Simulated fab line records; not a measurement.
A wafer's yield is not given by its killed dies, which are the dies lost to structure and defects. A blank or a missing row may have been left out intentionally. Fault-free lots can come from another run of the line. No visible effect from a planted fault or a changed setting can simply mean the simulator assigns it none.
What tool caused it? ; flow n5 finfet ; 14 lots, 42 wafers sampled, at 8 steps of a route of 1938

## WHAT EACH GAUGE READ, for each wafer
N5_BEOL_M2_CD_MEAS_18: pitch 36 nm, target cd 18 nm.
lot;measured;on;cd nm (nm)
L317;day 6 17:04;cd sem-03;18.1 17.9 17.9
L319;day 7 12:15;cd sem-02;17.5 17.6 17.5
L324;day 8 10:08;cd sem-02;17.0 18.0 17.4
L326;day 9 17:19;cd sem-03;- - -
L327;day 9 20:55;cd sem-01;- - -
L329;day 10 00:26;cd sem-01;18.3 18.7 18.0
L331;day 10 01:51;cd sem-01;17.5 18.7 17.8
L328;day 10 02:50;cd sem-03;- - -
L330;day 10 09:55;cd sem-02;18.6 18.5 18.0
L333;day 10 17:12;cd sem-03;18.1 18.0 17.3
L332;day 10 18:01;cd sem-01;18.2 17.8 17.8
L337;day 11 22:45;cd sem-01;18.2 17.5 18.0
L338;day 11 22:54;cd sem-01;17.6 17.9 18.2
L339;day 12 10:59;cd sem-03;18.8 18.0 18.4

N5_BEOL_M4_RC_MEAS_101.
lot;measured;on;DIBL_N (mV/V);DIBL_P (mV/V);IOFF_N (nA/um);IOFF_P (nA/um);ION_N (uA/um);ION_P (uA/um);SS_N (mV/dec);SS_P (mV/dec);VT_N (mV);VT_P (mV)
L317;day 8 10:36;prober-02;38.7 37.7 36.0;39.4 37.9 37.8;0.182 0.165 0.146;0.26 0.24 0.23;668 662 661;458 454 462;72.7 72.7 71.7;73.5 73.6 73.2;252.3 253.9 252.5;-247 -247 -249
L319;day 9 04:24;prober-01;35.0 36.1 37.3;35.2 37.3 37.2;0.160 0.185 0.194;0.23 0.26 0.26;683 693 682;467 474 469;70.9 71.6 71.8;73.1 73.2 73.5;246.9 248.3 245.2;-249 -245 -247
L324;day 10 08:25;prober-01;38.0 37.1 38.6;38.1 36.7 38.0;0.166 0.147 0.166;0.24 0.21 0.23;675 674 669;465 466 463;71.7 71.3 72.2;73.9 73.9 74.0;249.4 251.3 250.2;-245 -249 -248
L329;day 11 12:33;prober-01;35.5 38.1 34.7;33.6 36.0 32.0;0.129 0.174 0.118;0.17 0.21 0.15;671 686 653;458 459 445;71.4 71.9 70.9;73.4 73.2 72.0;253.9 246.4 252.6;-256 -250 -253
L331;day 12 03:58;prober-02;36.9 36.1 37.9;36.6 36.0 37.5;0.160 0.148 0.186;0.22 0.20 0.22;668 674 668;460 460 456;72.4 71.6 72.3;73.3 73.1 72.8;250.9 252.0 248.8;-250 -251 -253
L330;day 12 04:52;prober-01;35.6 35.3 36.7;35.8 35.4 36.4;0.148 0.140 0.151;0.21 0.20 0.20;668 665 661;462 458 454;71.5 71.5 72.3;73.6 73.0 72.6;250.8 251.8 250.6;-250 -250 -250
L333;day 12 08:46;prober-02;37.2 34.7 36.0;37.7 34.4 36.1;0.166 0.118 0.152;0.28 0.22 0.25;678 651 671;480 462 471;72.0 71.1 70.3;73.7 72.4 73.1;248.9 253.9 248.7;-243 -247 -244
L332;day 12 15:35;prober-01;35.5 35.6 34.0;36.0 37.0 34.9;0.133 0.142 0.113;0.21 0.23 0.19;670 665 665;466 469 466;71.0 70.6 71.3;73.6 73.3 72.9;254.2 249.0 253.2;-249 -248 -248
L337;day 13 14:39;prober-02;34.0 32.3 35.7;33.3 32.1 34.5;0.125 0.120 0.151;0.19 0.19 0.21;672 676 667;465 475 464;71.2 70.9 71.7;71.5 72.4 72.7;253.6 250.4 248.6;-254 -252 -251
L338;day 13 18:20;prober-02;36.1 36.5 35.0;34.5 35.5 33.4;0.143 0.158 0.135;0.21 0.22 0.19;668 676 677;466 468 474;70.9 71.9 71.2;72.8 72.2 72.3;252.3 247.6 251.1;-247 -249 -250
L339;day 14 09:39;prober-01;36.1 35.4 36.3;37.7 35.9 37.1;0.164 0.149 0.156;0.21 0.18 0.19;686 672 677;467 458 461;72.1 71.8 71.9;73.4 72.7 72.5;250.2 250.4 249.8;-251 -250 -250

## WHICH TOOL RAN EACH LOT (tool, then ch and the chambers of the sampled wafers, then the start)
lot;N5_BEOL_M2_PECVD_72;N5_BEOL_M2_ETCH_63;N5_BEOL_M2_ETCH_64;N5_BEOL_M2_STRIP_66;N5_BEOL_M2_HM_OPEN_17;N5_BEOL_M2_STRIP_19
L317;pecvd-02 ch 0,1,2, day 6 11:14;rie diel-05 ch 1,2,3, day 6 14:56;rie diel-05 ch 1,2,3, day 6 14:58;rie diel-05 ch 1,2,3, day 6 15:06;rie metal-01 ch 0,1, day 6 16:47;rie diel-04 ch 1,2,3, day 6 16:59
L319;pecvd-01 ch 0,1,2, day 7 07:59;rie diel-05 ch 1,2, day 7 11:50;rie diel-05 ch 1,2, day 7 11:52;rie diel-05 ch 1,2, day 7 12:00;rie metal-02 ch 0,1, day 7 12:02;rie diel-04 ch 0,1, day 7 12:11
L324;pecvd-01 ch 0,2, day 8 08:08;rie diel-01 ch 0,2,3, day 8 09:44;rie diel-01 ch 0,2,3, day 8 09:46;rie diel-01 ch 0,2,3, day 8 09:54;rie metal-01 ch 0,1, day 8 09:58;rie diel-01 ch 2,3, day 8 10:03
L326;pecvd-01 ch 0,2, day 9 13:30;rie diel-05 ch 0,1, day 9 16:56;rie diel-05 ch 0,1, day 9 16:58;rie diel-05 ch 0,1, day 9 17:06;rie metal-02 ch 0,1, day 9 17:10;rie diel-04 ch 0,1,3, day 9 17:15
L327;pecvd-02 ch 0,1,2, day 9 17:13;rie diel-04 ch 1,2, day 9 20:22;rie diel-04 ch 1,2, day 9 20:24;rie diel-04 ch 1,2, day 9 20:32;rie metal-02 ch 0,1, day 9 20:36;rie diel-05 ch 1,2,3, day 9 20:50
L329;pecvd-02 ch 1,2, day 9 22:21;rie diel-04 ch 0,1,2, day 10 00:02;rie diel-04 ch 0,1,2, day 10 00:03;rie diel-04 ch 0,1,2, day 10 00:11;rie metal-03 ch 0,1, day 10 00:14;rie diel-01 ch 0,1, day 10 00:20
L331;pecvd-03 ch 0,1, day 9 23:37;rie diel-04 ch 0,1,3, day 10 01:28;rie diel-04 ch 0,1,3, day 10 01:30;rie diel-04 ch 0,1,3, day 10 01:38;rie metal-03 ch 0,1, day 10 01:40;rie diel-04 ch 0,1,3, day 10 01:47
L328;pecvd-01 ch 0,1,2, day 10 01:28;rie diel-05 ch 1,2, day 10 02:27;rie diel-05 ch 1,2, day 10 02:28;rie diel-05 ch 1,2, day 10 02:37;rie metal-02 ch 0,1, day 10 02:41;rie diel-04 ch 1,2, day 10 02:46
L330;pecvd-03 ch 0,1, day 10 08:52;rie diel-04 ch 0,1,2, day 10 09:29;rie diel-04 ch 0,1,2, day 10 09:31;rie diel-04 ch 0,1,2, day 10 09:39;rie metal-02 ch 0,1, day 10 09:41;rie diel-01 ch 0,1, day 10 09:50
L333;pecvd-02 ch 0,1,2, day 10 15:00;rie diel-01 ch 1,2,3, day 10 16:37;rie diel-01 ch 1,2,3, day 10 16:39;rie diel-01 ch 1,2,3, day 10 16:47;rie metal-01 ch 0,1, day 10 16:51;rie diel-01 ch 1,2, day 10 17:08
L332;pecvd-02 ch 0,1, day 10 16:00;rie diel-01 ch 2,3, day 10 17:37;rie diel-01 ch 2,3, day 10 17:39;rie diel-01 ch 2,3, day 10 17:47;rie metal-03 ch 0,1, day 10 17:50;rie diel-01 ch 2,3, day 10 17:57
L337;pecvd-03 ch 0,2, day 11 18:40;rie diel-05 ch 0,1,3, day 11 22:17;rie diel-05 ch 0,1,3, day 11 22:19;rie diel-05 ch 0,1,3, day 11 22:26;rie metal-01 ch 1, day 11 22:29;rie diel-01 ch 0,1,3, day 11 22:41
L338;pecvd-02 ch 0,1,2, day 11 20:35;rie diel-05 ch 0,1,2, day 11 22:31;rie diel-05 ch 0,1,2, day 11 22:32;rie diel-05 ch 0,1,2, day 11 22:41;rie metal-02 ch 0,1, day 11 22:45;rie diel-05 ch 0,2,3, day 11 22:50
L339;pecvd-03 ch 0,2, day 12 07:20;rie diel-04 ch 0,1,2, day 12 10:35;rie diel-04 ch 0,1,2, day 12 10:37;rie diel-04 ch 0,1,2, day 12 10:45;rie metal-01 ch 0,1, day 12 10:48;rie diel-04 ch 0,2,3, day 12 10:55
- N5_BEOL_M2_PECVD_72: deposits SiO2 from TEOS/O2, target thk 16 nm, time 18 s.
- N5_BEOL_M2_ETCH_63: etches SiARC in CF4, target depth 15.6 nm, time 26 s.
- N5_BEOL_M2_ETCH_64: etches SOC in N2/H2, target depth 75 nm, overetch 22.5 nm, time 121.9 s.
- N5_BEOL_M2_STRIP_66: strips in CF4.
- N5_BEOL_M2_HM_OPEN_17: chemistry Cl2/BCl3, target TiN, target depth 20 nm, overetch 6 nm.
- N5_BEOL_M2_STRIP_19: strips in O2.

## AS READ BY THE TOOLS THEMSELVES (means over the sampled wafers that have a number; for cases with no such wafer, the mark the record gives instead)
N5_BEOL_M2_PECVD_72.
lot;tool;heater power outer w (W);heater power w (W);showerhead plenum p Torr (Torr);showerhead vpp V (V);throttle valve pct (%)
L317;pecvd-02;445;727;8.74;1272;21.2
L319;pecvd-01;406;693;8.73;1277;22.4
L324;pecvd-01;350;627;8.74;1260;22.9
L326;pecvd-01;379;690;8.71;1288;21.9
L327;pecvd-02;412;689;8.75;1260;21.5
L329;pecvd-02;386;659;8.71;1230;21.5
L331;pecvd-03;451;748;8.79;1267;22.8
L328;pecvd-01;405;698;8.72;1268;22.5
L330;pecvd-03;468;737;8.81;1242;23.9
L333;pecvd-02;431;707;8.74;1286;21.5
L332;pecvd-02;475;752;8.77;1310;21.6
L337;pecvd-03;487;773;8.81;1282;21.8
L338;pecvd-02;417;682;8.74;1272;21.5
L339;pecvd-03;467;723;8.81;1269;21.8

N5_BEOL_M2_ETCH_63.
lot;tool;bias w (W);cf4 flow sccm (sccm);drypump motor current A (A);etch rf on time s (s);oes product au (a.u.);rf vpp V (V);showerhead plenum p Torr (Torr);throttle valve pct (%)
L317;rie diel-05;35.95;99.91;6.0;26.7;0.61;185.0;2.21;15.59
L319;rie diel-05;36.03;100.13;6.0;26.8;0.60;184.4;2.21;15.63
L324;rie diel-01;36.04;100.04;5.7;26.0;0.64;185.4;2.18;15.63
L326;rie diel-05;-;-;-;-;-;-;-;-
L327;rie diel-04;-;-;-;-;-;-;-;-
L329;rie diel-04;36.04;99.92;5.7;26.1;0.71;185.0;2.19;15.46
L331;rie diel-04;36.02;99.78;5.7;25.6;0.69;184.4;2.16;15.49
L328;rie diel-05;-;-;-;-;-;-;-;-
L330;rie diel-04;36.02;99.88;5.8;26.1;0.71;184.1;2.19;15.47
L333;rie diel-01;35.97;99.99;5.8;26.3;0.73;184.9;2.19;15.40
L332;rie diel-01;36.08;99.94;5.8;25.8;0.76;184.5;2.17;15.48
L337;rie diel-05;36.03;99.73;5.9;26.4;0.59;184.2;2.20;15.75
L338;rie diel-05;36.02;99.99;5.9;26.8;0.59;184.5;2.20;15.65
L339;rie diel-04;35.96;100.10;5.8;26.0;0.69;184.9;2.19;15.50

N5_BEOL_M2_ETCH_64.
lot;tool;bias w (W);chamber pressure mTorr (mTorr);drypump motor current A (A);oes product au (a.u.);rf vpp V (V);showerhead plenum p Torr (Torr);throttle valve pct (%)
L317;rie diel-05;150.4;29.986;6.0;0.54;527.1;2.64;17.74
L319;rie diel-05;150.2;29.997;6.0;0.54;525.9;2.63;17.75
L324;rie diel-01;150.2;30.002;5.7;0.57;525.1;2.59;17.81
L326;rie diel-05;150.1;29.991;5.7;0.28;526.1;2.64;17.84
L327;rie diel-04;150.1;30.060;5.4;0.31;524.2;2.56;17.63
L329;rie diel-04;150.0;30.001;5.8;0.64;525.7;2.60;17.61
L331;rie diel-04;150.3;30.005;5.8;0.61;524.2;2.55;17.60
L328;rie diel-05;150.5;29.985;6.0;0.26;525.9;2.62;17.74
L330;rie diel-04;150.1;29.999;5.8;0.63;526.1;2.60;17.60
L333;rie diel-01;150.1;29.994;5.9;0.65;525.7;2.62;17.71
L332;rie diel-01;150.1;29.996;5.8;0.68;525.0;2.59;17.80
L337;rie diel-05;149.7;30.022;5.9;0.53;526.0;2.63;17.95
L338;rie diel-05;150.0;29.959;5.8;0.54;527.1;2.62;17.80
L339;rie diel-04;150.3;29.989;5.8;0.61;525.0;2.59;17.64

N5_BEOL_M2_STRIP_66.
lot;tool;drypump motor current A (A);oes product au (a.u.);rf vpp V (V);showerhead plenum p Torr (Torr);throttle valve pct (%)
L317;rie diel-05;6.0;0.71;273.1;1.85;13.56
L319;rie diel-05;6.0;0.70;273.0;1.85;13.63
L324;rie diel-01;5.7;0.74;271.7;1.82;13.61
L326;rie diel-05;5.7;0.73;272.3;1.86;13.71
L327;rie diel-04;5.4;0.80;269.9;1.81;13.48
L329;rie diel-04;5.8;0.82;272.1;1.84;13.43
L331;rie diel-04;5.8;0.79;271.0;1.81;13.46
L328;rie diel-05;6.0;0.69;272.3;1.84;13.68
L330;rie diel-04;5.8;0.82;271.8;1.84;13.43
L333;rie diel-01;5.9;0.84;271.5;1.83;13.37
L332;rie diel-01;5.7;0.88;272.7;1.81;13.41
L337;rie diel-05;5.9;0.69;272.6;1.84;13.77
L338;rie diel-05;5.8;0.70;272.4;1.84;13.67
L339;rie diel-04;5.8;0.80;271.9;1.84;13.48

N5_BEOL_M2_HM_OPEN_17.
lot;tool;drypump motor current A (A);oes product au (a.u.);throttle valve pct (%)
L317;rie metal-01;6.05;0.59;22.10
L319;rie metal-02;5.84;0.69;22.11
L324;rie metal-01;5.96;0.57;22.11
L326;rie metal-02;5.83;0.30;22.77
L327;rie metal-02;5.81;0.30;22.78
L329;rie metal-03;5.91;0.79;21.96
L331;rie metal-03;5.84;0.76;21.91
L328;rie metal-02;5.98;0.28;22.70
L330;rie metal-02;5.83;0.67;22.12
L333;rie metal-01;5.94;0.55;22.14
L332;rie metal-03;5.83;0.75;21.89
L337;rie metal-01;6.23;0.58;22.15
L338;rie metal-02;5.98;0.65;22.05
L339;rie metal-01;6.05;0.67;21.99

N5_BEOL_M2_STRIP_19.
lot;tool;drypump motor current A (A);oes product au (a.u.);rf vpp V (V);showerhead plenum p Torr (Torr);throttle valve pct (%)
L317;rie diel-04;5.2;0.88;3.8;2.09;16.54
L319;rie diel-04;6.0;0.81;3.1;2.14;16.42
L324;rie diel-01;5.8;0.76;3.9;2.14;16.59
L326;rie diel-04;5.8;0.82;4.1;2.11;16.51
L327;rie diel-05;6.0;0.70;4.1;2.18;16.75
L329;rie diel-01;5.9;0.73;3.2;2.17;16.63
L331;rie diel-04;5.7;0.81;3.6;2.11;16.50
L328;rie diel-04;5.2;0.86;3.9;2.12;16.59
L330;rie diel-01;5.9;0.72;3.7;2.17;16.64
L333;rie diel-01;6.0;0.90;4.1;2.15;16.26
L332;rie diel-01;5.8;0.94;4.1;2.13;16.32
L337;rie diel-01;5.7;0.84;3.4;2.15;16.57
L338;rie diel-05;5.9;0.71;3.5;2.17;16.76
L339;rie diel-04;5.5;0.83;3.5;2.11;16.59

## THE ANSWER, worked out from the rows above alone
Rule: usual is defined by the lots themselves. Put in order of their means at a reading, lots are off if they are a third of the lots or fewer, leave a main group of 4 or more, and stand apart from it by a gap of 3 or more times the standard deviation of the main group's means; of several such gaps the widest counts. A main group is skipped when, at the precision printed for the reading in the tables above, its means are all equal. Also off: a lot with no number at a reading for which 4 or more lots have one. All remaining lots with rows at the step are treated as sound. First the gauges in route order, then the tools' own readings, where a lot's mean is used as printed above. The first step at which some lot is off is used, and at that step the reading that is off furthest; a lot without a number counts as furthest.
Off: L326, L327, L328, at N5_BEOL_M2_CD_MEAS_18 (cd nm). Without a number there: L326, L327, L328. Mean 18.0 nm and standard deviation 0.3 in the main group.
A tool fits if, at a process step before that reading, it ran every lot that is off, and no sound lot after the first of them. Not tried: the gauges at N5_BEOL_M2_CD_MEAS_18; whatever is off there is also off at N5_BEOL_M2_ETCH_63, on other tools, and gauge error can't account for it. Of those tried, none fits.

## WHAT THE SIMULATOR HAD PUT IN
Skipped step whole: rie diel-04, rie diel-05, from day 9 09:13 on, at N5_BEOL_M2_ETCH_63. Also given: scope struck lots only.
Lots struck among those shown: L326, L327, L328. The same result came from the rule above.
